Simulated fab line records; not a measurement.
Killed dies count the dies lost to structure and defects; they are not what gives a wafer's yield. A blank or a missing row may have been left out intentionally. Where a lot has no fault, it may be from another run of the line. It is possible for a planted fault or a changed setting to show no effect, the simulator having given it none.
fab line records	flow nand_harc	part 1 of 2: steps 1 to 20 of 30
[record] lots = 5	wafers = 15	last_day = 23
route steps=1159 shown A_M0@1023 A_M1@1026
lots that met no fault: taken from a fault-free run of the same line
start_h: hours from the record's opening day to when the first of the lot's shown wafers began	wait_h: how many hours have passed since the lot's step before this one	" unchanged from the row above	L1.1+2: one row covering several wafers at once	- either no value or no given start	* or withheld: withheld	< > ~ a bound
route shown NAME@n: NAME is a module with steps in the file, n the number in the route of the first one	usual: mean/standard deviation taken from wafers without a fault	same: alike in all rows	chamber/n: place in a boat	sites: readings site by site	_std_site: the values' standard deviation	_edge_site: the outer-site mean with the inner-site mean subtracted	radius_mm: for every site, how far away it sits from the centre of the wafer	mask NAME#n: copy n	behind: the last tool/chamber to shape the wafer	hold: why the lot went on hold/how many hours it stayed there/how the hold came to an end	device: the n, p or np transistor that did not switch	end of line: tests run on the same wafers once the route is complete	a step given without rows: its recipe and nothing more	killed: at the first sort, the dies lost to defects and structure; wafer yield is something else	map: dies across one wafer; x = killed, . = not, _ = none there
set.NAME: the run value of the setting; set.NAME@STEP: its run value at that earlier step	model.NAME: the simulator's own value behind a step, which no gauge read
lots at some steps of the route; a table a step, a row a wafer
services: the hour from which a tool's chamber was out of use, counted from the record's first day as start_h (under 0 if before that day), plus the number of hours and why
[[steps]]
[step NHARC_A_M0_INSPECT_27]
[usual] raw_defect_count = 461/140
lot.wafer	tool	chamber	start_h	wait_h	raw_defect_count
L076.1	defect_inspect-01	-	410.81	0.0	314
L076.4	"	-	"	"	246
L076.5	"	-	"	"	443
L078.2	defect_inspect-01	-	414.30	0.0	539
L078.3	"	-	"	"	490
L078.5	"	-	"	"	512
L081.3	defect_inspect-01	-	450.72	0.0	820
L081.5	"	-	"	"	684
L081.6	"	-	"	"	699
L089.2	defect_inspect-01	-	478.31	0.0	329
L089.5	"	-	"	"	660
L089.6	"	-	"	"	420
L090.1	defect_inspect-02	-	506.13	0.0	373
L090.2	"	-	"	"	366
L090.3	"	-	"	"	364
[step NHARC_A_M0_PRE_CLEAN_31]
[recipe] time_s = 12	temp_c = 370	rf_power_w = 300	gas = NH3
[usual] heater_power_w = 653/82	rf_fwd_power_W = 292.6/0.97
lot.wafer	tool	chamber	start_h	wait_h	heater_power_w	rf_fwd_power_W
L076.1	pecvd-04	0	410.90	0.1	654	292.6
L076.4	"	2	"	"	580	293.2
L076.5	"	0	"	"	654	292.2
L078.2	pecvd-04	2	414.37	0.1	554	292.1
L078.3	"	1	"	"	685	291.9
L078.5	"	1	"	"	683	292.1
L081.3	pecvd-03	2	450.78	0.1	723	292.7
L081.5	"	2	"	"	705	293.0
L081.6	"	1	"	"	660	292.6
L089.2	pecvd-01	0	478.41	0.1	539	293.4
L089.5	"	1	"	"	686	292.2
L089.6	"	2	"	"	642	293.2
L090.1	pecvd-03	2	506.20	0.1	694	294.5
L090.2	"	0	"	"	575	291.4
L090.3	"	1	"	"	761	292.8
[step NHARC_A_M0_DEP_32]
[recipe] target_thk_a = 300	temp_c = 370	target_thk_nm = 30	pressure_torr = 3	flow_sccm = 200	rf_w = 450	material = SiCN
[usual] heater_power_w = 598/81	rf_fwd_power_W = 448.9/1.4
lot.wafer	tool	chamber	start_h	wait_h	heater_power_w	rf_fwd_power_W
L076.1	pecvd-04	0	411.04	0.1	673	448.3
L076.4	"	2	"	"	506	449.5
L076.5	"	0	"	"	647	447.8
L078.2	pecvd-04	2	414.45	0.1	539	448.4
L078.3	"	1	"	"	555	449.5
L078.5	"	1	"	"	564	450.2
L081.3	pecvd-03	2	450.86	0.1	639	448.8
L081.5	"	2	"	"	644	450.6
L081.6	"	1	"	"	733	447.5
L089.2	pecvd-01	0	478.55	0.1	552	447.4
L089.5	"	1	"	"	668	449.0
L089.6	"	2	"	"	655	449.7
L090.1	pecvd-03	2	506.28	0.1	714	449.1
L090.2	"	0	"	"	479	448.7
L090.3	"	1	"	"	656	447.0
[step NHARC_A_M1_DEP_00]
[recipe] target_thk_a = 1825	target_thk_nm = 182.5	temp_c = withheld	pressure_torr = 5	flow_sccm = 200	rf_w = 600	material = SiOC
[usual] rf_fwd_power_W = 598.5/2
lot.wafer	tool	chamber	start_h	wait_h	rf_fwd_power_W
L076.1	pecvd-01	1	411.45	-	596.9
L076.4	"	0	"	"	599.6
L076.5	"	1	"	"	595.3
L078.3	pecvd-03	1	414.91	-	593.4
L078.2	"	2	"	"	597.3
L078.5	"	0	"	"	598.7
L081.3	pecvd-03	1	-	-	596.2
L081.5	"	1	"	"	595.9
L081.6	"	2	"	"	597.1
L089.2	pecvd-04	0	478.92	-	597.9
L089.6	"	2	"	"	599.6
L089.5	"	0	"	"	598.1
L090.3	pecvd-01	2	506.71	-	595.4
L090.1	"	0	"	"	599.7
L090.2	"	1	"	"	595.6
[step NHARC_A_M1_DEHYDRATE_01]
[recipe] temp_c = 150	time_s = 120
[usual] chill_plate_temp_C = 23.01/0.097	exhaust_pa = 44.9/0.8	heater_power_total_W = 182.5/1.2
lot.wafer	tool	chamber	start_h	wait_h	chill_plate_temp_C	exhaust_pa	heater_power_total_W
L076.1	litho_track-04	0	411.81	-	23.00	45.5	180.9
L076.4	"	0	"	"	23.06	45.0	181.7
L076.5	"	0	"	"	23.11	43.6	182.3
L078.2	litho_track-06	0	415.27	-	22.91	44.3	184.1
L078.3	"	0	"	"	22.80	45.6	184.8
L078.5	"	0	"	"	22.95	45.1	180.6
L081.3	litho_track-06	0	451.79	-	22.84	46.5	183.7
L081.5	"	0	"	"	22.83	44.9	180.7
L081.6	"	0	"	"	22.91	44.2	182.7
L089.2	litho_track-04	0	479.27	-	22.97	46.2	181.7
L089.5	"	0	"	"	23.02	43.6	181.5
L089.6	"	0	"	"	23.08	45.7	183.4
L090.1	litho_track-01	0	507.11	-	23.03	44.6	181.1
L090.2	"	0	"	"	23.03	44.8	181.2
L090.3	"	0	"	"	23.03	44.8	183.8
[step NHARC_A_M1_HMDS_02]
[recipe] time_s = 30
[usual] chill_plate_temp_C = 23.02/0.1	exhaust_pa = 45.0/0.93
lot.wafer	tool	chamber	start_h	wait_h	chill_plate_temp_C	exhaust_pa
L076.1	litho_track-04	0	-	-	22.87	44.6
L076.4	"	0	"	"	22.88	46.1
L076.5	"	0	"	"	22.92	45.3
L078.2	litho_track-06	0	-	-	23.10	46.0
L078.3	"	0	"	"	23.03	43.7
L078.5	"	0	"	"	23.19	44.7
L081.3	litho_track-06	0	-	-	22.92	45.4
L081.5	"	0	"	"	22.98	46.8
L081.6	"	0	"	"	23.03	45.5
L089.2	litho_track-04	0	-	-	22.96	46.5
L089.5	"	0	"	"	23.04	45.6
L089.6	"	0	"	"	23.12	45.4
L090.1	litho_track-01	0	-	-	23.14	44.8
L090.2	"	0	"	"	23.01	44.1
L090.3	"	0	"	"	23.02	45.7
[step NHARC_A_M1_COAT_34]
[recipe] temp_c = 200	time_s = 65
[usual] chill_plate_temp_C = 23.02/0.13	exhaust_pa = 44.9/0.93	heater_power_total_W = 386.2/1.3
lot.wafer	tool	chamber	start_h	wait_h	chill_plate_temp_C	exhaust_pa	heater_power_total_W
L076.1	litho_track-04	0	-	-	23.39	43.3	386.2
L076.4	"	0	"	"	23.24	44.4	385.0
L076.5	"	0	"	"	23.13	44.9	385.0
L078.2	litho_track-06	0	-	-	23.01	45.9	387.7
L078.3	"	0	"	"	23.06	44.8	384.3
L078.5	"	0	"	"	23.05	44.6	385.6
L081.3	litho_track-06	0	-	-	22.80	45.4	385.4
L081.5	"	0	"	"	22.79	45.0	387.1
L081.6	"	0	"	"	22.89	44.5	386.4
L089.2	litho_track-04	0	-	-	22.92	46.0	384.6
L089.5	"	0	"	"	22.90	44.4	384.6
L089.6	"	0	"	"	23.07	44.8	387.5
L090.1	litho_track-01	0	-	-	23.16	44.0	386.5
L090.2	"	0	"	"	23.26	44.5	384.4
L090.3	"	0	"	"	23.26	46.5	384.4
[step NHARC_A_M1_COAT_03]
[recipe] spin_rpm = 1500	resist_thk_nm = 90
[usual] chill_plate_temp_C = 23.02/0.099	exhaust_pa = 45.0/0.88
lot.wafer	tool	chamber	start_h	wait_h	chill_plate_temp_C	exhaust_pa
L076.1	litho_track-04	0	-	-	23.00	45.6
L076.4	"	0	"	"	23.10	47.0
L076.5	"	0	"	"	23.02	45.3
L078.2	litho_track-06	0	-	-	22.95	44.8
L078.3	"	0	"	"	22.98	45.6
L078.5	"	0	"	"	22.90	44.1
L081.3	litho_track-06	0	-	-	22.95	45.7
L081.5	"	0	"	"	22.98	45.6
L081.6	"	0	"	"	23.01	45.8
L089.2	litho_track-04	0	-	-	23.04	43.5
L089.5	"	0	"	"	23.14	45.0
L089.6	"	0	"	"	23.02	44.2
L090.1	litho_track-01	0	-	-	23.02	45.2
L090.2	"	0	"	"	22.98	45.9
L090.3	"	0	"	"	23.07	44.6
[step NHARC_A_M1_SOFTBAKE_04]
[recipe] temp_c = 105	time_s = 55
[usual] chill_plate_temp_C = 23.00/0.11	exhaust_pa = 45.0/0.9	heater_power_total_W = 188.45/0.14
lot.wafer	tool	chamber	start_h	wait_h	chill_plate_temp_C	exhaust_pa	heater_power_total_W
L076.1	litho_track-04	0	-	-	22.81	44.2	188.41
L076.4	"	0	"	"	22.98	45.4	188.76
L076.5	"	0	"	"	22.96	44.0	188.38
L078.2	litho_track-06	0	-	-	22.84	46.3	188.83
L078.3	"	0	"	"	22.76	44.3	188.37
L078.5	"	0	"	"	22.84	45.4	188.73
L081.3	litho_track-06	0	-	-	22.93	46.4	188.33
L081.5	"	0	"	"	22.97	45.2	188.45
L081.6	"	0	"	"	23.00	46.1	188.47
L089.2	litho_track-04	0	-	-	23.00	43.7	188.52
L089.5	"	0	"	"	23.09	45.7	188.75
L089.6	"	0	"	"	23.07	44.9	188.35
L090.1	litho_track-01	0	-	-	22.97	44.6	188.38
L090.2	"	0	"	"	23.03	46.2	188.44
L090.3	"	0	"	"	22.92	45.2	188.34
[step NHARC_A_M1_EBR_05]
[usual] chill_plate_temp_C = 22.98/0.11	exhaust_pa = 45.2/0.82
lot.wafer	tool	chamber	start_h	wait_h	chill_plate_temp_C	exhaust_pa
L076.1	litho_track-04	0	-	-	22.86	45.3
L076.4	"	0	"	"	23.17	44.8
L076.5	"	0	"	"	22.94	45.1
L078.2	litho_track-06	0	-	-	23.01	44.8
L078.3	"	0	"	"	23.07	45.8
L078.5	"	0	"	"	23.05	44.6
L081.3	litho_track-06	0	-	-	22.69	45.6
L081.5	"	0	"	"	22.78	45.5
L081.6	"	0	"	"	22.86	44.4
L089.2	litho_track-04	0	-	-	22.97	43.8
L089.5	"	0	"	"	23.06	44.0
L089.6	"	0	"	"	23.03	44.5
L090.1	litho_track-01	0	-	-	22.89	46.3
L090.2	"	0	"	"	22.87	45.2
L090.3	"	0	"	"	22.77	47.4
[step NHARC_A_M1_EXPOSE_06]
[recipe] na = 1.35	target_cd_nm = 120	dose_mj = 75.13	mask_id = A_M1
[usual] reticle_temp_C = 23.00/0.11
[same] na = 1.35
lot.wafer	tool	chamber	start_h	wait_h	mask	reticle_temp_C
L076.1	arfi_scanner-02	0	411.98	-	A_M1#0	22.84
L076.4	"	0	"	"	A_M1#0	22.91
L076.5	"	0	"	"	A_M1#0	22.93
L078.2	arfi_scanner-02	0	415.44	-	A_M1#0	22.99
L078.3	"	0	"	"	A_M1#0	23.14
L078.5	"	0	"	"	A_M1#0	23.18
L081.3	arfi_scanner-03	0	452.09	-	A_M1#0	23.08
L081.5	"	0	"	"	A_M1#0	23.06
L081.6	"	0	"	"	A_M1#0	23.09
L089.2	arfi_scanner-03	0	479.44	-	A_M1#0	23.04
L089.5	"	0	"	"	A_M1#0	23.13
L089.6	"	0	"	"	A_M1#0	23.18
L090.1	arfi_scanner-01	0	507.40	-	A_M1#0	23.15
L090.2	"	0	"	"	A_M1#0	23.12
L090.3	"	0	"	"	A_M1#0	23.15
[step NHARC_A_M1_PEB_07]
[recipe] peb_temp_c = 100	peb_time_s = 65
[usual] chill_plate_temp_C = 23.02/0.098	exhaust_pa = 45.1/0.92	heater_power_total_W = 156.6/0.42
lot.wafer	tool	chamber	start_h	wait_h	chill_plate_temp_C	exhaust_pa	heater_power_total_W
L076.1	litho_track-06	0	412.04	0.1	23.01	44.7	157.1
L076.4	"	0	"	"	22.88	45.3	156.4
L076.5	"	0	"	"	23.12	45.5	155.9
L078.2	litho_track-04	0	415.49	0.1	23.01	45.0	156.8
L078.3	"	0	"	"	22.95	46.0	156.7
L078.5	"	0	"	"	22.99	45.5	155.9
L081.3	litho_track-04	0	452.14	0.0	22.99	45.0	156.1
L081.5	"	0	"	"	22.95	45.3	156.7
L081.6	"	0	"	"	23.14	44.4	156.8
L089.2	litho_track-01	0	479.50	0.1	23.01	43.1	156.2
L089.5	"	0	"	"	23.01	43.4	156.7
L089.6	"	0	"	"	23.16	43.5	156.4
L090.1	litho_track-06	0	507.46	0.1	23.06	44.8	157.1
L090.2	"	0	"	"	23.02	45.7	156.8
L090.3	"	0	"	"	23.18	44.0	155.9
[step NHARC_A_M1_DEVELOP_08]
[recipe] develop_time_s = 35	dev_temp_c = 23
[usual] chill_plate_temp_C = 22.99/0.1	exhaust_pa = 45.1/0.96
lot.wafer	tool	chamber	start_h	wait_h	chill_plate_temp_C	exhaust_pa
L076.1	litho_track-06	0	-	-	23.02	43.1
L076.4	"	0	"	"	23.03	43.0
L076.5	"	0	"	"	22.92	43.6
L078.2	litho_track-04	0	-	-	23.04	44.0
L078.3	"	0	"	"	22.99	45.7
L078.5	"	0	"	"	23.06	45.2
L081.3	litho_track-04	0	-	-	23.10	45.3
L081.5	"	0	"	"	23.02	45.4
L081.6	"	0	"	"	22.86	45.4
L089.2	litho_track-01	0	-	-	22.88	45.1
L089.5	"	0	"	"	22.97	45.3
L089.6	"	0	"	"	22.90	45.0
L090.1	litho_track-06	0	-	-	23.12	44.4
L090.2	"	0	"	"	23.09	44.4
L090.3	"	0	"	"	23.09	45.6
[step NHARC_A_M1_CD_MEAS_09]
[recipe] target_cd_nm = 120	landing_energy_ev = 500
[usual] cd_nm = 119.7/0.65
lot.wafer	tool	chamber	start_h	wait_h	cd_nm
L076.1	cd_sem-01	0	412.12	-	120.0
L076.4	"	0	"	"	120.1
L076.5	"	0	"	"	120.3
L078.2	cd_sem-02	0	415.58	-	120.1
L078.3	"	0	"	"	120.2
L078.5	"	0	"	"	121.0
L081.3	cd_sem-03	0	452.23	-	119.9
L081.5	"	0	"	"	118.9
L081.6	"	0	"	"	120.0
L089.2	cd_sem-02	0	479.58	-	120.3
L089.5	"	0	"	"	119.6
L089.6	"	0	"	"	120.5
L090.1	cd_sem-02	0	507.54	-	118.6
L090.2	"	0	"	"	120.4
L090.3	"	0	"	"	120.3
[step NHARC_A_M1_OVL_MEAS_10]
[recipe] pitch_nm = 240
[usual] overlay_x_nm = 0.0/0.72	overlay_y_nm = 0.1/0.83
lot.wafer	tool	chamber	start_h	wait_h	overlay_x_nm	overlay_y_nm
L076.1	overlay-02	-	412.21	-	0.0	-0.9
L076.4	"	-	"	"	-0.1	-0.4
L076.5	"	-	"	"	0.1	-0.6
L078.2	overlay-02	-	415.67	-	0.0	-1.1
L078.3	"	-	"	"	0.3	-0.8
L078.5	"	-	"	"	0.2	-2.0
L081.3	overlay-02	-	452.31	-	0.1	0.8
L081.5	"	-	"	"	0.0	0.6
L081.6	"	-	"	"	0.3	0.7
L089.2	overlay-02	-	479.67	-	0.1	0.7
L089.5	"	-	"	"	0.5	0.4
L089.6	"	-	"	"	-0.1	0.9
L090.1	overlay-01	-	507.63	-	-1.8	-0.7
L090.2	"	-	"	"	-1.4	-1.1
L090.3	"	-	"	"	-1.3	-1.3
[step NHARC_A_M1_INSPECT_11]
[usual] raw_defect_count = 31/14
lot.wafer	tool	chamber	start_h	wait_h	raw_defect_count
L076.1	defect_inspect-02	-	412.24	0.0	23
L076.4	"	-	"	"	20
L076.5	"	-	"	"	24
L078.2	defect_inspect-02	-	415.71	0.0	13
L078.3	"	-	"	"	13
L078.5	"	-	"	"	16
L081.3	defect_inspect-02	-	452.35	0.0	49
L081.5	"	-	"	"	42
L081.6	"	-	"	"	45
L089.2	defect_inspect-01	-	479.70	0.0	49
L089.5	"	-	"	"	46
L089.6	"	-	"	"	45
L090.1	defect_inspect-02	-	507.66	0.0	56
L090.2	"	-	"	"	62
L090.3	"	-	"	"	40
[step NHARC_A_M1_DESCUM_14]
[recipe] time_s = 3	o2_flow_sccm = 200	ar_flow_sccm = 0	bias_power_w = 0	chemistry = O2
[usual] drypump_motor_current_A = 5.8/0.45	o2_flow_sccm = 200.0/0.55	oes_product_au = 1.001/0.011	rf_vpp_V = 57.9/0.9	showerhead_plenum_p_Torr = 1.93/0.079	throttle_valve_pct = 11.311/0.0092
lot.wafer	tool	chamber	start_h	wait_h	drypump_motor_current_A	o2_flow_sccm	oes_product_au	rf_hours_counter_h	rf_vpp_V	showerhead_plenum_p_Torr	throttle_valve_pct
L076.4	rie_diel-13	2	412.30	0.1	5.6	199.1	1.017	9	57.3	1.97	11.302
L076.1	"	0	"	"	6.2	200.4	1.012	9	58.9	2.04	11.313
L076.5	"	3	"	"	5.8	199.8	1.009	-	59.0	1.78	11.328
L078.3	rie_diel-05	0	415.78	0.1	5.0	198.8	1.002	2	57.9	1.90	11.314
L078.2	"	2	"	"	5.8	199.7	0.996	2	57.8	1.84	11.312
L078.5	"	0	"	"	5.0	198.7	1.001	-	57.5	1.90	11.304
L081.3	rie_diel-08	3	452.41	0.1	6.5	199.9	0.998	11	57.3	2.00	11.297
L081.5	"	3	"	"	6.5	200.1	1.015	-	58.1	2.00	11.295
L081.6	"	0	"	"	5.7	200.1	1.002	-	58.6	2.03	11.301
L089.2	rie_diel-05	1	479.76	0.1	6.5	199.8	0.998	3	57.5	1.95	11.301
L089.5	"	1	"	"	6.5	199.6	0.991	-	58.2	1.95	11.309
L089.6	"	2	"	"	5.8	199.4	0.995	-	57.1	1.83	11.305
L090.1	rie_diel-13	3	507.72	0.1	5.8	200.3	1.011	2	56.6	1.77	11.308
L090.2	"	0	"	"	6.2	199.4	1.006	2	57.8	2.04	11.307
L090.3	"	2	"	"	5.6	199.2	1.013	2	57.2	1.97	11.314
[step NHARC_A_M1_ETCH_35]
[recipe] target_depth_a = 400	overetch_a = 120	time_s = 43.94	ion_energy_ev = 200	n2_flow_sccm = 150	h2_flow_sccm = 150	ar_flow_sccm = 0	rf_w = 400	bias_w = 150	chemistry = N2/H2
[usual] drypump_motor_current_A = 5.9/0.44	oes_product_au = 1.001/0.012	rf_fwd_power_W = 395.0/1.8	rf_vpp_V = 431.2/2.4	showerhead_plenum_p_Torr = 2.06/0.086	throttle_valve_pct = 14.172/0.0089
lot.wafer	tool	chamber	start_h	wait_h	drypump_motor_current_A	oes_product_au	rf_fwd_power_W	rf_hours_counter_h	rf_vpp_V	showerhead_plenum_p_Torr	throttle_valve_pct
L076.1	rie_diel-13	0	412.39	0.1	6.2	1.011	395.9	9	433.6	2.17	14.171
L076.4	"	2	"	"	5.5	1.017	396.6	9	433.4	2.10	14.172
L076.5	"	3	"	"	5.8	1.013	396.4	-	425.7	1.89	14.166
L078.3	rie_diel-05	2	415.86	0.1	5.9	0.981	393.0	2	428.9	1.95	14.179
L078.2	"	3	"	"	6.0	0.988	394.0	2	430.0	2.07	14.174
L078.5	"	1	"	"	6.5	1.007	394.3	-	431.7	2.08	14.170
L081.3	rie_diel-08	3	452.50	0.1	6.4	0.995	394.0	11	433.1	2.14	14.174
L081.5	"	2	"	"	5.5	1.009	393.2	-	432.2	2.13	14.171
L081.6	"	3	"	"	6.4	1.001	395.7	-	433.3	2.14	14.172
L089.2	rie_diel-05	3	479.86	0.1	6.0	1.000	397.0	4	431.1	2.07	14.160
L089.6	"	1	"	"	6.5	0.995	396.8	-	433.6	2.08	14.160
L089.5	"	2	"	"	5.8	0.996	391.1	-	428.6	1.95	14.183
L090.3	rie_diel-13	1	507.81	0.1	5.4	1.014	396.7	2	433.0	2.12	14.162
L090.1	"	2	"	"	5.5	1.005	394.6	2	430.7	2.10	14.170
L090.2	"	0	"	"	6.2	1.004	398.0	2	432.8	2.17	14.161
[step NHARC_A_M1_ETCH_15]
[recipe] target_depth_a = 1825	time_s = 91.2	c4f8_flow_sccm = withheld	ar_flow_sccm = 400	rf_w = 600	bias_w = 300	chemistry = C4F8/Ar
[usual] oes_product_au = 0.959/0.021	rf_fwd_power_W = 595.8/2.1	rf_vpp_V = 441.4/2.6
lot.wafer	tool	chamber	start_h	wait_h	oes_product_au	rf_fwd_power_W	rf_hours_counter_h	rf_vpp_V
L076.1	rie_diel-13	0	-	-	0.930	592.3	9	444.7
L076.4	"	1	"	"	0.923	595.5	9	443.1
L076.5	"	1	"	"	0.925	595.0	-	442.8
L078.3	rie_diel-05	1	-	-	0.930	596.3	1	441.8
L078.2	"	2	"	"	0.918	594.1	2	436.9
L078.5	"	0	"	"	0.924	595.9	-	440.6
L081.3	rie_diel-08	3	-	-	0.966	595.0	11	442.5
L081.5	"	1	"	"	0.969	595.1	-	438.3
L081.6	"	2	"	"	0.983	597.5	-	443.8
L089.2	rie_diel-05	0	-	-	0.976	594.9	4	440.9
L089.6	"	0	"	"	0.978	593.9	-	441.4
L089.5	"	1	"	"	0.965	596.7	-	442.4
L090.2	rie_diel-13	3	-	-	0.980	597.3	2	436.1
L090.3	"	0	"	"	0.961	600.1	2	443.9
L090.1	"	1	"	"	0.985	596.3	2	442.5
[step NHARC_A_M1_CD_MEAS_16]
[usual] cd_nm = 119.6/1
lot.wafer	tool	chamber	start_h	wait_h	cd_nm
L076.1	cd_sem-01	-	412.61	-	121.2
L076.4	"	-	"	"	120.7
L076.5	"	-	"	"	121.0
L078.2	cd_sem-02	-	416.07	-	119.5
L078.3	"	-	"	"	119.4
L078.5	"	-	"	"	120.2
L081.3	cd_sem-01	-	452.72	-	118.8
L081.5	"	-	"	"	118.2
L081.6	"	-	"	"	120.3
L089.2	cd_sem-01	-	480.08	-	120.6
L089.5	"	-	"	"	119.8
L089.6	"	-	"	"	119.6
L090.1	cd_sem-03	-	508.03	-	119.1
L090.2	"	-	"	"	120.8
L090.3	"	-	"	"	120.2
